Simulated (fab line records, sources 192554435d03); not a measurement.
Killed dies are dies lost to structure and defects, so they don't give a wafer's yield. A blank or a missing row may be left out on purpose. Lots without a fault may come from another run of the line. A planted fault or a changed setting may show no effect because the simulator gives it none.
Which tool did it? | flow n5_finfet | 6 lots, 15 wafers sampled, at 4 steps of a route of 1938

WHAT THE GAUGES READ, wafer by wafer
N5_BEOL_M4_RC_MEAS_101.
lot  | measured     | on        | IOFF_P (nA/um)
L819 | day 8 13:13  | prober-02 | 0.15 0.21 0.14
L828 | day 11 16:26 | prober-02 | 0.32 0.27
L833 | day 13 11:09 | prober-02 | 0.21 0.19
L836 | day 14 06:56 | prober-02 | 0.20 0.20
L838 | day 14 13:26 | prober-01 | 0.31 0.25 0.24

WHICH TOOL RAN EACH LOT (tool, then ch and the chambers of the sampled wafers, then the start)
lot  | N5_PMOS_HMC_CHANNEL_EPI_ETCH_38 | N5_PMOS_HMC_CHANNEL_EPI_EPI_20 | N5_FIN_SAQP_ALD_61
L819 | rie_si-02 ch 0,1,2, day 2 12:07 | epi_rpcvd-04 ch 0, day 2 12:31 | ald_sin-04 ch 0,1,3, day 2 14:32
L826 | rie_si-02 ch 0,2, day 4 05:47   | epi_rpcvd-02, day 4 06:11      | -
L828 | rie_si-05 ch 0, day 4 17:18     | epi_rpcvd-02 ch 0, day 4 17:41 | ald_sin-03 ch 2,3, day 4 19:43
L833 | rie_si-02 ch 1,2, day 5 23:56   | epi_rpcvd-02 ch 0, day 6 00:07 | ald_sin-01 ch 0,3, day 6 02:25
L836 | rie_si-02 ch 0,2, day 6 17:58   | epi_rpcvd-04 ch 0, day 6 18:41 | ald_sin-04 ch 2, day 6 20:47
L838 | rie_si-04 ch 0,1,2, day 7 05:40 | epi_rpcvd-02 ch 0, day 7 06:28 | ald_sin-04 ch 1,2, day 7 08:12
- N5_PMOS_HMC_CHANNEL_EPI_ETCH_38: etches SiO2 in CF4, target depth 1.5 nm.
- N5_PMOS_HMC_CHANNEL_EPI_EPI_20: deposits SiGe30, target thk 59 nm.
- N5_FIN_SAQP_ALD_61: deposits SiO2, target thk 4 nm, pulse time 1 s, purge time 2 s.

THE ANSWER, worked out from the rows above alone
Rule: what is usual is taken from the lots themselves. Put in order of their means at a reading, lots are off if they are a third of the lots or fewer, leave a main group of 4 or more, and stand apart from it by a gap of 3 or more times the standard deviation of the main group's means; of several such gaps the widest counts. A main group whose means are all the same, to the digits that the tables above print for the reading, isn't used. A lot without any number at a reading at which 4 lots or more have one is off too. The other lots that the step has rows for count as sound.
No lot is off at any reading shown: from this, nothing can be told.

WHAT THE SIMULATOR HAD PUT IN
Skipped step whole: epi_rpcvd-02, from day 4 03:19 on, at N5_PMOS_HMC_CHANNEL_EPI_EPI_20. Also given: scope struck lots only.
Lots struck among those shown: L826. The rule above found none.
